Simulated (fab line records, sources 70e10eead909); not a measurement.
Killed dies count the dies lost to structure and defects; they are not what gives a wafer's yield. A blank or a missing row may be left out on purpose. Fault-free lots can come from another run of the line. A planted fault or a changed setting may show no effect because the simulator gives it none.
8D (eight disciplines) problem report, filled in by code	flow nand_harc	the parts of the form that need people (team, actions taken, sign-off) are left out

== 1. THE PROBLEM ==
run_length_s at NHARC_P_BONDPAD_ETCH_24 reads a mean of 71.5 s on 1 wafer of 1 lot; wafers without a fault read 94.2 s with a standard deviation of 0.54. That puts it -42 standard deviations away from the usual mean.
The step: etches the open film in CF4/N2, target depth 30 nm, time 72.99 s.
Seen first at day 12 19:05 on rie_diel-02, wafer L980.2. The record holds 39 wafers of 13 lots with a number at this step. Rule for "out", or "out of limits": more than 4 standard deviations from the usual mean. The rest of the wafers with a number are treated as sound.

== 2. WHAT IT IS AND WHAT IT IS NOT ==
question	is	is not
which readings at this step	run_length_s	drypump_motor_current_A, oes_product_au, rf_vpp_V, showerhead_plenum_p_Torr, throttle_valve_pct
which lots	L980	L966, L967, L968, L969, L972, L976, L982, L983, L984, L985, L986, L988
which wafers of those lots	L980.2	L980.1, L980.6
read on which tools	rie_diel-02	rie_diel-01, rie_diel-07
when	from day 12 19:05	up to then (20 sound wafers); but 18 sound wafers of L982, L983, L984, L985, L986, L988 came after

== 3. WHAT RULES OUT EACH SUSPECT ==
Counting: a tool at a process step up to the reading stays a suspect if it ran every lot that is out. Sound lots after the first of them don't rule it out here, since some wafers of a struck lot are sound.
- pvd_sputter-02 at NHARC_P_M2_DEGAS_29 (time 60 s): kept. The lot that is out, L980, ran on it at day 12 15:05; the last sound lot it ran before that was L969, at day 8 04:08.
- rie_diel-02 at NHARC_P_BONDPAD_ETCH_24 (etches the open film in CF4/N2, target depth 30 nm, time 72.99 s): kept. The lot that is out, L980, ran on it at day 12 19:05; the last sound lot it ran before that was L969, at day 8 08:14. Its own readings are out on those wafers: run_length_s.
- At NHARC_P_BONDPAD_ETCH_24 on rie_diel-02, chamber 1 took the sound wafers of the same lots and chamber 0 took the wafers that are out.
After counting, pvd_sputter-02 at NHARC_P_M2_DEGAS_29 and rie_diel-02 at NHARC_P_BONDPAD_ETCH_24 remain.

== 4. THE CAUSE (what the simulator had put in) ==
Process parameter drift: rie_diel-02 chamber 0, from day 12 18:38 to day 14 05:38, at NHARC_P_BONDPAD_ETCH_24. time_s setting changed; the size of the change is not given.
After counting, 2 suspects remain, this tool included.

== 5. THE CHAIN OF EFFECTS, in route order ==
One row per reading whose mean, taken over the struck wafers that have a number, lies over 3 standard deviations from the usual. Only readings whose record carries a usual standard deviation are examined. hours: median over the lots of the time between each lot's start at the first step of this table that gives one and its start at this step. sigmas: the change, counted in usual standard deviations.
hours	step	reading	usual	on struck wafers	change	sigmas
0	NHARC_P_BONDPAD_ETCH_24	run_length_s	94.2 s	71.5	-22.7	-42
Here are the process steps it includes:
- NHARC_P_BONDPAD_ETCH_24: etches the open film in CF4/N2, target depth 30 nm, time 72.99 s.

== 6. WHAT WOULD HAVE CAUGHT IT SOONER ==
First out-of-limits reading in this record: day 12 19:05, which is 0 hours after fault onset at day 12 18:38.
